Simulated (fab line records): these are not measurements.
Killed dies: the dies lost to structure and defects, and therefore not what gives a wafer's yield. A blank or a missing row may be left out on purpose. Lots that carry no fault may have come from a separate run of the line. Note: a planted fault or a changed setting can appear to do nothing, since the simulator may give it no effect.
fab line records	flow nandHarc
record lots=24	wafers=72	lastDay=33
route steps=1302 shown A_CONTACT@1087 A_BLC@1122
lots with no fault: from the same line, run without faults
startH: the number of hours between the record's first day and the start of the first shown wafer of the lot	waitH: time in hours since the lot's previous step	" same as the row above	L1.1+2: a row that stands for several wafers	- no value present, or no start provided	* or withheld: withheld	< > ~ a bound
route shown NAME@n: NAME is a module with steps in the file, n the number in the route of the first one	usual: mean/standard deviation taken from wafers without a fault	same: alike in all rows	chamber/n: place in a boat	sites: per-site readings	_std_site: the standard deviation of these	_edge_site: mean of outer sites minus mean of inner sites	radiusMm: for every site, how far away it sits from the centre of the wafer	mask NAME#n: copy n	behind: tool/chamber where the wafer was last shaped	hold: cause of the lot's hold/its duration in hours/its outcome	device: transistor that didn't switch, given as n, p or np	end of line: at the end of the route, the tests of the same wafers	a step with no rows: only its recipe	killed: not the wafer's yield, but the dies lost to structure and defects at the first sort	map: per-die view of a wafer (x killed, . not killed, _ where there is no die)
set.NAME: the setting that was run; set.NAME@STEP: the one run at that earlier step	model.NAME: the simulator's own value behind a step, which no gauge read
a sample of lots followed through the steps of the route, with each step as a table and each wafer as a row
services: a tool's chamber out of use, with start hour (startH, from the record's first day; less than 0 if before it), hours out, and reason
## steps
# step NHARC_A_CONTACT_ETCH_135
# recipe sourceW=withheld	pressureMtorr=20	biasV=1200	timeS=311	targetDepthA=19120	arFlowSccm=withheld	c4f8FlowSccm=withheld	o2FlowSccm=withheld	chemistry=C4F8/O2/Ar
lot.wafer	tool	chamber	startH	waitH	rfHoursCounterH
L074.2	harCapEtch-02	0	512.31	0.2	78
L074.3	"	1	"	"	-
L074.6	"	0	"	"	-
L075.2	harCapEtch-01	1	516.08	0.2	0
L075.5	"	0	"	"	-
L075.6	"	1	"	"	-
L078.2	harCapEtch-02	1	545.26	0.2	83
L078.3	"	0	"	"	-
L078.6	"	0	"	"	-
L077.1	harCapEtch-03	1	545.65	0.2	49
L077.4	"	1	"	"	-
L077.3	"	0	"	"	-
L076.1	harCapEtch-01	0	549.09	0.2	6
L076.3	"	1	"	"	-
L076.4	"	0	"	"	-
L079.2	harCapEtch-02	1	559.52	0.2	86
L079.3	"	0	"	"	-
L079.6	"	0	"	"	-
L081.2	harCapEtch-03	1	576.23	0.2	55
L081.1	"	0	"	"	55
L081.6	"	1	"	"	-
L080.4	harCapEtch-01	0	577.36	0.2	-
L080.5	"	1	"	"	-
L080.6	"	0	"	"	-
L082.1	harCapEtch-02	1	592.46	0.2	90
L082.4	"	1	"	"	-
L082.6	"	1	"	"	-
L084.2	harCapEtch-02	1	618.24	0.2	93
L084.1	"	0	"	"	93
L084.6	"	0	"	"	-
L083.1	harCapEtch-03	0	625.36	0.2	62
L083.4	"	1	"	"	-
L083.6	"	1	"	"	-
L085.1	harCapEtch-02	0	630.83	0.2	94
L085.2	"	1	"	"	94
L085.6	"	0	"	"	-
L086.2	harCapEtch-02	1	654.74	0.2	99
L086.3	"	0	"	"	-
L086.5	"	0	"	"	-
L089.4	harCapEtch-02	1	658.76	0.2	-
L089.5	"	0	"	"	-
L089.6	"	1	"	"	-
L087.3	harCapEtch-01	1	659.20	0.2	-
L087.4	"	0	"	"	-
L087.5	"	0	"	"	-
L088.1	harCapEtch-02	1	665.48	0.2	102
L088.3	"	1	"	"	-
L088.4	"	0	"	"	-
L090.1	harCapEtch-01	0	671.26	0.2	27
L090.3	"	0	"	"	-
L090.6	"	0	"	"	-
L092.4	harCapEtch-02	1	695.57	0.2	-
L092.3	"	0	"	"	-
L092.6	"	0	"	"	-
L091.1	harCapEtch-01	1	696.58	0.2	33
L091.4	"	1	"	"	-
L091.5	"	1	"	"	-
L095.2	harCapEtch-01	0	711.49	0.2	36
L095.3	"	1	"	"	-
L095.4	"	0	"	"	-
L093.2	harCapEtch-02	0	712.84	0.2	114
L093.4	"	0	"	"	-
L093.5	"	0	"	"	-
L094.4	harCapEtch-03	1	716.23	0.2	-
L094.6	"	0	"	"	-
L094.5	"	1	"	"	-
L096.4	harCapEtch-03	1	727.21	0.2	-
L096.5	"	0	"	"	-
L096.6	"	1	"	"	-
L097.3	harCapEtch-02	1	742.55	0.2	-
L097.4	"	0	"	"	-
L097.5	"	1	"	"	-
# step NHARC_A_CONTACT_CD_MEAS_15
# usual cdNm=190.2/0.82
lot.wafer	tool	chamber	startH	waitH	cdNm
L074.2	cdSem-02	-	514.13	-	188.7
L074.3	"	-	"	"	189.7
L074.6	"	-	"	"	189.6
L075.2	cdSem-01	-	517.89	-	191.5
L075.5	"	-	"	"	192.0
L075.6	"	-	"	"	190.3
L078.2	cdSem-03	-	547.12	-	190.6
L078.3	"	-	"	"	191.5
L078.6	"	-	"	"	191.1
L077.1	cdSem-02	-	547.51	-	191.0
L077.3	"	-	"	"	190.8
L077.4	"	-	"	"	191.0
L076.1	cdSem-03	-	550.89	-	190.5
L076.3	"	-	"	"	191.3
L076.4	"	-	"	"	190.7
L079.2	cdSem-03	-	561.34	-	189.6
L079.3	"	-	"	"	190.7
L079.6	"	-	"	"	190.4
L081.1	cdSem-01	-	578.12	-	189.6
L081.2	"	-	"	"	189.6
L081.6	"	-	"	"	190.1
L080.4	cdSem-01	-	579.10	-	190.5
L080.5	"	-	"	"	190.6
L080.6	"	-	"	"	190.5
L082.1	cdSem-01	-	594.32	-	190.2
L082.4	"	-	"	"	190.5
L082.6	"	-	"	"	189.8
L084.1	cdSem-01	-	620.17	-	190.1
L084.2	"	-	"	"	191.3
L084.6	"	-	"	"	190.8
L083.1	cdSem-02	-	627.62	-	191.4
L083.4	"	-	"	"	189.9
L083.6	"	-	"	"	189.5
L085.1	cdSem-03	-	632.89	-	190.3
L085.2	"	-	"	"	190.7
L085.6	"	-	"	"	189.9
L086.2	cdSem-01	-	656.58	-	189.7
L086.3	"	-	"	"	189.6
L086.5	"	-	"	"	189.5
L089.4	cdSem-02	-	660.49	-	189.6
L089.5	"	-	"	"	190.8
L089.6	"	-	"	"	190.6
L087.3	cdSem-01	-	660.98	-	191.0
L087.4	"	-	"	"	188.5
L087.5	"	-	"	"	189.5
L088.1	cdSem-02	-	667.34	-	189.2
L088.3	"	-	"	"	190.0
L088.4	"	-	"	"	190.0
L090.1	cdSem-01	-	673.08	-	188.6
L090.3	"	-	"	"	190.1
L090.6	"	-	"	"	190.3
L092.3	cdSem-03	-	697.34	-	189.1
L092.4	"	-	"	"	190.2
L092.6	"	-	"	"	189.9
L091.1	cdSem-02	-	698.39	-	191.3
L091.4	"	-	"	"	190.5
L091.5	"	-	"	"	190.7
L095.2	cdSem-02	-	713.33	-	188.8
L095.3	"	-	"	"	188.2
L095.4	"	-	"	"	189.6
L093.2	cdSem-02	-	714.65	-	189.8
L093.4	"	-	"	"	189.4
L093.5	"	-	"	"	190.8
L094.4	cdSem-02	-	717.96	-	189.6
L094.5	"	-	"	"	189.3
L094.6	"	-	"	"	189.5
L096.4	cdSem-02	-	728.95	-	189.8
L096.5	"	-	"	"	188.6
L096.6	"	-	"	"	189.3
L097.3	cdSem-02	-	744.34	-	190.5
L097.4	"	-	"	"	191.2
L097.5	"	-	"	"	191.2
# step NHARC_A_BLC_ETCH_17
# recipe targetDepthA=3900	overEtchFrac=0.25	timeS=609.38	ionEnergyEv=200	n2FlowSccm=150	h2FlowSccm=150	arFlowSccm=0	rfW=400	biasW=150	chemistry=N2/H2
# usual drypumpMotorCurrentA=5.6/0.35	oesProductAu=1.004/0.014	rfVppV=429.3/2.2	showerheadPlenumPTorr=2.00/0.079	throttleValvePct=14.172/0.0083
lot.wafer	tool	chamber	startH	waitH	drypumpMotorCurrentA	oesProductAu	rfHoursCounterH	rfVppV	showerheadPlenumPTorr	throttleValvePct
L074.2	rieDiel-02	0	-	-	5.1	1.019	8	427.6	1.90	14.178
L074.3	"	1	"	"	5.6	1.018	9	432.5	2.12	14.152
L074.6	"	0	"	"	5.1	1.015	-	425.9	1.90	14.191
L075.2	rieDiel-12	0	-	-	6.2	0.985	26	428.0	1.95	14.176
L075.5	"	2	"	"	5.1	0.999	-	429.6	2.05	14.157
L075.6	"	3	"	"	6.1	0.994	-	431.9	2.06	14.173
L078.2	rieDiel-02	1	-	-	5.5	1.026	12	433.3	2.12	14.179
L078.3	"	2	"	"	5.9	1.002	13	428.1	1.94	14.173
L078.6	"	3	"	"	5.4	1.005	-	431.4	2.07	14.159
L077.1	rieDiel-02	3	-	-	5.4	1.008	13	431.0	2.07	14.177
L077.4	"	0	"	"	5.1	1.021	11	427.0	1.90	14.157
L077.3	"	2	"	"	5.9	1.011	13	427.7	1.94	14.176
L076.3	rieDiel-02	0	-	-	5.1	1.028	12	426.7	1.90	14.169
L076.4	"	1	"	"	5.6	1.023	13	432.0	2.12	14.171
L076.1	"	2	"	"	5.9	1.000	14	428.7	1.94	14.182
L079.2	rieDiel-08	0	-	-	5.4	1.017	0	428.5	1.97	14.168
L079.3	"	2	"	"	5.7	1.013	0	429.5	2.05	14.168
L079.6	"	3	"	"	6.2	1.008	-	429.3	1.97	14.168
L081.1	rieDiel-02	0	-	-	5.1	1.012	0	425.5	1.90	14.182
L081.2	"	3	"	"	5.4	0.984	0	431.3	2.07	14.179
L081.6	"	0	"	"	5.1	1.000	-	426.6	1.90	14.163
L080.4	rieDiel-08	3	-	-	6.2	0.992	2	429.7	1.97	14.168
L080.5	"	3	"	"	6.2	0.993	-	429.3	1.97	14.162
L080.6	"	0	"	"	5.3	1.011	-	428.7	1.97	14.168
L082.1	rieDiel-02	1	-	-	5.5	1.016	2	432.6	2.12	14.172
L082.4	"	0	"	"	5.1	1.018	2	426.6	1.90	14.171
L082.6	"	2	"	"	5.9	1.015	-	428.7	1.94	14.187
L084.1	rieDiel-08	0	-	-	5.3	1.005	3	428.5	1.97	14.182
L084.2	"	2	"	"	5.7	1.015	4	430.4	2.05	14.184
L084.6	"	3	"	"	6.1	1.017	-	427.8	1.97	14.173
L083.4	rieDiel-08	0	-	-	5.3	1.005	4	430.1	1.97	14.185
L083.1	"	1	"	"	5.4	0.985	4	428.0	1.91	14.182
L083.6	"	1	"	"	5.4	0.989	-	428.3	1.91	14.173
L085.2	rieDiel-02	2	-	-	5.9	0.997	4	427.9	1.94	14.169
L085.1	"	0	"	"	5.1	1.010	3	427.1	1.89	14.170
L085.6	"	1	"	"	5.5	1.004	-	431.8	2.12	14.169
L086.2	rieDiel-08	1	-	-	5.4	0.977	6	425.7	1.91	14.175
L086.3	"	2	"	"	5.7	1.001	6	431.4	2.05	14.171
L086.5	"	0	"	"	5.3	1.010	-	429.2	1.97	14.162
L089.4	rieDiel-02	2	-	-	6.0	1.002	6	427.8	1.94	14.179
L089.6	"	1	"	"	5.5	1.009	-	433.1	2.12	14.178
L089.5	"	2	"	"	6.0	0.997	-	428.0	1.94	14.169
L087.3	rieDiel-08	1	-	-	5.4	0.979	6	425.7	1.91	14.172
L087.4	"	3	"	"	6.2	1.012	7	429.4	1.97	14.162
L087.5	"	2	"	"	5.7	1.006	-	430.0	2.05	14.164
L088.1	rieDiel-02	0	-	-	5.1	1.014	7	426.4	1.89	14.184
L088.4	"	1	"	"	5.5	1.014	7	432.1	2.12	14.167
L088.3	"	2	"	"	6.0	1.004	7	427.8	1.94	14.169
L090.1	rieDiel-08	1	-	-	5.4	0.979	7	427.6	1.91	14.165
L090.3	"	2	"	"	5.7	1.005	8	431.4	2.05	14.180
L090.6	"	0	"	"	5.4	1.019	-	428.8	1.97	14.175
L092.3	rieDiel-02	2	-	-	5.9	1.016	8	427.0	1.94	14.172
L092.4	"	3	"	"	5.4	0.977	8	431.4	2.07	14.168
L092.6	"	2	"	"	5.9	1.011	-	427.3	1.94	14.178
L091.4	rieDiel-08	2	-	-	5.7	0.997	10	431.5	2.05	14.164
L091.1	"	0	"	"	5.3	1.019	9	429.2	1.97	14.167
L091.5	"	3	"	"	6.1	1.017	-	429.7	1.97	14.169
L095.4	rieDiel-12	0	-	-	6.2	1.002	27	427.9	1.93	14.185
L095.2	"	2	"	"	5.1	1.006	26	430.1	2.03	14.181
L095.3	"	3	"	"	6.1	1.007	26	429.7	2.04	14.164
L093.2	rieDiel-02	0	-	-	5.1	0.998	10	426.5	1.89	14.178
L093.4	"	1	"	"	5.5	1.017	11	432.1	2.11	14.171
L093.5	"	0	"	"	5.1	1.008	-	425.5	1.89	14.159
L094.4	rieDiel-08	3	-	-	6.2	1.008	11	428.5	1.97	14.162
L094.5	"	1	"	"	5.4	0.981	-	425.9	1.91	14.181
L094.6	"	2	"	"	5.7	1.018	-	431.4	2.04	14.179
L096.4	rieDiel-08	1	-	-	5.4	0.989	0	425.3	1.91	14.185
L096.5	"	2	"	"	5.7	0.988	-	429.8	2.04	14.169
L096.6	"	3	"	"	6.2	1.005	-	427.7	1.97	14.162
L097.4	rieDiel-08	3	-	-	6.1	1.010	1	427.6	1.97	14.177
L097.3	"	2	"	"	5.7	1.003	1	430.4	2.04	14.177
L097.5	"	3	"	"	6.2	1.003	-	428.5	1.97	14.181
# step NHARC_A_BLC_CD_MEAS_19
# usual cdNm=99.3/2.7
lot.wafer	tool	chamber	startH	waitH	cdNm
L074.2	cdSem-02	-	518.23	-	93.1
L074.3	"	-	"	"	104.6
L074.6	"	-	"	"	94.4
L075.2	cdSem-01	-	521.99	-	93.2
L075.5	"	-	"	"	99.0
L075.6	"	-	"	"	93.3
L078.2	cdSem-03	-	551.52	-	100.2
L078.3	"	-	"	"	100.4
L078.6	"	-	"	"	102.4
L077.1	cdSem-03	-	552.24	-	99.6
L077.3	"	-	"	"	104.3
L077.4	"	-	"	"	94.8
L076.1	cdSem-02	-	554.87	-	100.3
L076.3	"	-	"	"	93.8
L076.4	"	-	"	"	103.0
L079.2	cdSem-01	-	565.29	-	97.6
L079.3	"	-	"	"	98.5
L079.6	"	-	"	"	98.9
L081.1	cdSem-03	-	582.98	-	97.8
L081.2	"	-	"	"	100.6
L081.6	"	-	"	"	101.3
L080.4	cdSem-01	-	583.19	-	102.9
L080.5	"	-	"	"	97.2
L080.6	"	-	"	"	101.0
L082.1	cdSem-01	-	598.29	-	95.9
L082.4	"	-	"	"	93.7
L082.6	"	-	"	"	96.0
L084.1	cdSem-01	-	624.30	-	100.3
L084.2	"	-	"	"	102.5
L084.6	"	-	"	"	99.1
L083.1	cdSem-03	-	631.75	-	100.3
L083.4	"	-	"	"	100.9
L083.6	"	-	"	"	101.0
L085.1	cdSem-03	-	636.96	-	100.8
L085.2	"	-	"	"	98.1
L085.6	"	-	"	"	99.0
L086.2	cdSem-02	-	660.83	-	102.0
L086.3	"	-	"	"	101.7
L086.5	"	-	"	"	98.6
L089.4	cdSem-02	-	664.62	-	102.6
L089.5	"	-	"	"	100.6
L089.6	"	-	"	"	103.1
L087.3	cdSem-01	-	665.15	-	100.6
L087.4	"	-	"	"	99.7
L087.5	"	-	"	"	103.3
L088.1	cdSem-01	-	671.39	-	100.0
L088.3	"	-	"	"	103.0
L088.4	"	-	"	"	101.1
L090.1	cdSem-02	-	677.93	-	104.0
L090.3	"	-	"	"	101.4
L090.6	"	-	"	"	99.8
L092.3	cdSem-03	-	701.53	-	98.5
L092.4	"	-	"	"	97.4
L092.6	"	-	"	"	103.0
L091.1	cdSem-02	-	702.49	-	98.1
L091.4	"	-	"	"	105.0
L091.5	"	-	"	"	97.2
L095.2	cdSem-02	-	717.46	-	97.7
L095.3	"	-	"	"	93.7
L095.4	"	-	"	"	97.4
L093.2	cdSem-03	-	718.82	-	99.2
L093.4	"	-	"	"	101.4
L093.5	"	-	"	"	99.9
L094.4	cdSem-03	-	722.43	-	95.3
L094.5	"	-	"	"	98.0
L094.6	"	-	"	"	102.7
L096.4	cdSem-02	-	733.82	-	97.6
L096.5	"	-	"	"	100.9
L096.6	"	-	"	"	95.7
L097.3	cdSem-02	-	748.31	-	101.7
L097.4	"	-	"	"	100.7
L097.5	"	-	"	"	95.9
# step NHARC_A_BLC_STRIP_29
# recipe cf4FlowSccm=150	arFlowSccm=0	biasW=0	chemistry=CF4
# usual drypumpMotorCurrentA=5.6/0.38	oesProductAu=1.003/0.014	rfVppV=59.3/1	showerheadPlenumPTorr=1.75/0.07	throttleValvePct=13.284/0.0083
lot.wafer	tool	chamber	startH	waitH	drypumpMotorCurrentA	oesProductAu	rfHoursCounterH	rfVppV	showerheadPlenumPTorr	throttleValvePct
L074.3	rieDiel-02	0	518.31	0.1	5.1	1.011	8	58.9	1.66	13.281
L074.2	"	1	"	"	5.5	1.014	10	60.5	1.83	13.274
L074.6	"	0	"	"	5.1	1.013	-	59.5	1.66	13.297
L075.2	rieDiel-02	2	522.07	0.1	5.9	1.005	11	57.3	1.69	13.286
L075.5	"	2	"	"	5.9	0.995	-	59.9	1.70	13.287
L075.6	"	3	"	"	5.4	1.012	-	57.8	1.80	13.285
L078.3	rieDiel-12	3	551.60	0.1	6.1	1.003	31	60.0	1.78	13.286
L078.2	"	0	"	"	6.2	0.987	42	56.3	1.70	13.293
L078.6	"	0	"	"	6.2	0.999	-	58.0	1.70	13.293
L077.3	rieDiel-02	1	552.34	0.1	5.5	1.023	13	60.2	1.83	13.276
L077.1	"	2	"	"	5.9	0.993	13	60.0	1.69	13.276
L077.4	"	3	"	"	5.4	0.992	13	61.0	1.79	13.292
L076.1	rieDiel-08	1	554.95	0.1	5.4	0.966	0	59.5	1.67	13.291
L076.3	"	3	"	"	6.2	1.007	0	59.0	1.72	13.288
L076.4	"	0	"	"	5.3	1.019	0	58.0	1.72	13.282
L079.3	rieDiel-02	2	565.38	0.1	6.0	0.990	15	57.8	1.69	13.284
L079.2	"	0	"	"	5.1	1.021	13	59.6	1.66	13.273
L079.6	"	2	"	"	5.9	0.984	-	59.3	1.69	13.267
L081.1	rieDiel-02	0	583.06	0.1	5.1	1.026	1	58.2	1.66	13.273
L081.2	"	1	"	"	5.5	0.993	1	59.2	1.83	13.297
L081.6	"	0	"	"	5.1	1.022	-	60.2	1.66	13.284
L080.4	rieDiel-08	2	583.29	0.1	5.7	1.015	2	59.5	1.78	13.274
L080.5	"	3	"	"	6.2	0.998	-	58.9	1.72	13.291
L080.6	"	0	"	"	5.3	1.013	-	59.9	1.71	13.274
L082.4	rieDiel-08	2	598.37	0.1	5.7	1.014	3	60.8	1.77	13.296
L082.1	"	3	"	"	6.2	1.009	3	60.1	1.72	13.283
L082.6	"	3	"	"	6.2	1.017	-	58.7	1.72	13.266
L084.2	rieDiel-02	3	624.38	0.1	5.4	0.980	3	58.0	1.79	13.300
L084.1	"	1	"	"	5.6	1.006	3	61.8	1.83	13.298
L084.6	"	3	"	"	5.4	0.970	-	57.9	1.79	13.286
L083.1	rieDiel-02	1	631.83	0.1	5.6	1.012	4	61.2	1.83	13.277
L083.4	"	3	"	"	5.4	0.976	3	59.3	1.79	13.284
L083.6	"	2	"	"	5.9	1.016	-	59.7	1.69	13.284
L085.2	rieDiel-08	1	637.04	0.1	5.4	0.970	5	58.7	1.67	13.268
L085.1	"	3	"	"	6.1	0.999	6	58.3	1.72	13.295
L085.6	"	1	"	"	5.4	0.982	-	58.6	1.67	13.304
L086.2	rieDiel-12	0	660.90	0.1	6.2	1.003	7	60.7	1.69	13.273
L086.3	"	1	"	"	5.4	1.013	7	60.2	1.89	13.274
L086.5	"	0	"	"	6.2	1.008	-	59.0	1.69	13.287
L089.4	rieDiel-12	0	664.69	0.1	6.2	1.009	7	58.6	1.69	13.302
L089.5	"	0	"	"	6.2	1.002	-	58.9	1.69	13.289
L089.6	"	1	"	"	5.4	1.000	-	58.2	1.89	13.290
L087.4	rieDiel-02	2	665.22	0.1	5.9	0.988	6	59.6	1.69	13.281
L087.3	"	0	"	"	5.1	1.009	6	58.0	1.65	13.294
L087.5	"	3	"	"	5.4	0.973	-	59.4	1.79	13.273
L088.1	rieDiel-12	3	671.46	0.1	6.1	1.006	11	58.7	1.77	13.290
L088.3	"	0	"	"	6.2	0.999	11	58.8	1.69	13.279
L088.4	"	1	"	"	5.4	1.007	12	60.1	1.89	13.278
L090.1	rieDiel-12	1	678.01	0.1	5.4	0.981	12	60.3	1.89	13.285
L090.3	"	2	"	"	5.0	0.987	12	60.2	1.76	13.284
L090.6	"	1	"	"	5.4	0.996	-	60.1	1.89	13.280
L092.4	rieDiel-02	0	701.60	0.1	5.1	0.993	9	57.8	1.65	13.292
L092.3	"	3	"	"	5.4	0.977	8	60.3	1.79	13.281
L092.6	"	1	"	"	5.6	1.025	-	60.0	1.83	13.270
L091.4	rieDiel-02	1	702.59	0.1	5.5	1.014	9	59.4	1.83	13.275
L091.1	"	2	"	"	5.9	1.003	9	58.4	1.69	13.286
L091.5	"	0	"	"	5.1	0.998	-	59.1	1.65	13.286
L095.2	rieDiel-12	0	717.54	0.1	6.2	1.018	27	59.4	1.68	13.277
L095.4	"	1	"	"	5.4	1.003	28	58.4	1.88	13.288
L095.3	"	2	"	"	5.1	1.008	26	58.4	1.76	13.277
L093.2	rieDiel-02	2	718.90	0.1	5.9	1.016	11	58.7	1.69	13.287
L093.4	"	3	"	"	5.4	0.972	10	59.0	1.79	13.291
L093.5	"	2	"	"	5.9	1.013	-	59.1	1.69	13.302
L094.4	rieDiel-02	1	722.50	0.1	5.6	1.016	12	58.6	1.83	13.274
L094.5	"	1	"	"	5.6	1.009	-	61.1	1.83	13.279
L094.6	"	2	"	"	5.9	1.013	-	59.9	1.69	13.284
L096.4	rieDiel-02	1	733.89	0.1	5.5	1.018	12	59.7	1.83	13.301
L096.6	"	1	"	"	5.5	1.026	-	60.1	1.83	13.288
L096.5	"	2	"	"	5.9	1.025	-	58.3	1.69	13.275
L097.3	rieDiel-08	1	748.38	0.1	5.4	1.009	1	58.5	1.67	13.277
L097.4	"	3	"	"	6.2	1.013	1	59.1	1.71	13.288
L097.5	"	2	"	"	5.8	0.994	-	58.9	1.77	13.276
# step NHARC_A_BLC_PVD_32
# recipe targetThkA=50	chamberPressurePa=5	powerW=5000	substrateTempC=200	timeS=17.7	material=Ti
# usual throttleValvePct=29.7/0.83
lot.wafer	tool	chamber	startH	waitH	throttleValvePct
L074.3	pvdSputter-02	-	-	-	29.2
L074.2	"	-	"	"	29.0
L074.6	"	-	"	"	31.2
L075.2	pvdSputter-01	-	-	-	29.5
L075.5	"	-	"	"	29.3
L075.6	"	-	"	"	27.9
L078.3	pvdSputter-01	-	-	-	29.6
L078.2	"	-	"	"	28.0
L078.6	"	-	"	"	29.8
L077.1	pvdSputter-01	-	-	-	29.5
L077.4	"	-	"	"	29.3
L077.3	"	-	"	"	28.1
L076.4	pvdSputter-01	-	-	-	29.2
L076.1	"	-	"	"	28.0
L076.3	"	-	"	"	29.3
L079.3	pvdSputter-03	-	-	-	29.1
L079.2	"	-	"	"	29.5
L079.6	"	-	"	"	29.2
L081.1	pvdSputter-02	-	-	-	28.6
L081.2	"	-	"	"	29.3
L081.6	"	-	"	"	29.0
L080.4	pvdSputter-03	-	-	-	30.1
L080.5	"	-	"	"	29.1
L080.6	"	-	"	"	30.0
L082.4	pvdSputter-02	-	-	-	28.3
L082.1	"	-	"	"	31.2
L082.6	"	-	"	"	28.8
L084.2	pvdSputter-03	-	-	-	29.2
L084.1	"	-	"	"	30.2
L084.6	"	-	"	"	30.2
L083.4	pvdSputter-02	-	-	-	29.1
L083.1	"	-	"	"	28.5
L083.6	"	-	"	"	29.1
L085.1	pvdSputter-03	-	-	-	30.1
L085.2	"	-	"	"	30.0
L085.6	"	-	"	"	29.4
L086.3	pvdSputter-03	-	-	-	30.0
L086.2	"	-	"	"	29.7
L086.5	"	-	"	"	29.7
L089.4	pvdSputter-01	-	-	-	29.4
L089.5	"	-	"	"	29.7
L089.6	"	-	"	"	29.9
L087.4	pvdSputter-03	-	-	-	30.1
L087.3	"	-	"	"	29.2
L087.5	"	-	"	"	29.8
L088.1	pvdSputter-02	-	-	-	30.1
L088.4	"	-	"	"	29.4
L088.3	"	-	"	"	31.5
L090.1	pvdSputter-02	-	-	-	30.2
L090.3	"	-	"	"	32.1
L090.6	"	-	"	"	30.0
L092.4	pvdSputter-02	-	-	-	29.0
L092.3	"	-	"	"	31.7
L092.6	"	-	"	"	29.9
L091.4	pvdSputter-01	-	-	-	29.9
L091.1	"	-	"	"	28.0
L091.5	"	-	"	"	29.3
L095.4	pvdSputter-02	-	-	-	29.7
L095.2	"	-	"	"	31.9
L095.3	"	-	"	"	30.1
L093.2	pvdSputter-02	-	-	-	31.6
L093.4	"	-	"	"	29.2
L093.5	"	-	"	"	32.0
L094.4	pvdSputter-02	-	-	-	30.0
L094.6	"	-	"	"	31.6
L094.5	"	-	"	"	30.3
L096.4	pvdSputter-03	-	-	-	29.1
L096.6	"	-	"	"	28.8
L096.5	"	-	"	"	29.9
L097.4	pvdSputter-01	-	-	-	29.9
L097.3	"	-	"	"	27.9
L097.5	"	-	"	"	29.5
## services
tool	chamber	startH	hours	kind
harCapEtch-01	-	497.00	17.0	pm
pvdSputter-03	-	498.94	1.9	repair
rieDiel-12	3	503.65	6.6	repair
rieDiel-02	3	509.23	5.1	repair
pvdSputter-03	-	526.01	10.0	pm
rieDiel-08	-	545.01	9.0	pm
pvdSputter-03	-	551.68	0.6	repair
pvdSputter-03	-	558.85	0.9	repair
pvdSputter-03	-	562.84	2.1	repair
rieDiel-02	-	570.70	9.0	pm
pvdSputter-03	-	571.23	4.5	repair
rieDiel-02	0	602.91	13.4	repair
rieDiel-12	1	607.56	12.0	repair
rieDiel-08	2	615.10	3.7	repair
rieDiel-12	0	622.06	2.6	repair
rieDiel-12	-	622.57	9.0	pm
rieDiel-08	0	633.15	6.3	repair
pvdSputter-02	-	638.33	10.0	pm
rieDiel-12	1	667.56	1.3	repair
rieDiel-02	3	682.75	7.5	repair
rieDiel-08	-	722.01	9.0	pm
rieDiel-12	2	735.45	3.5	repair
rieDiel-02	3	737.42	5.4	repair
rieDiel-02	-	747.70	9.0	pm
## key
fault none
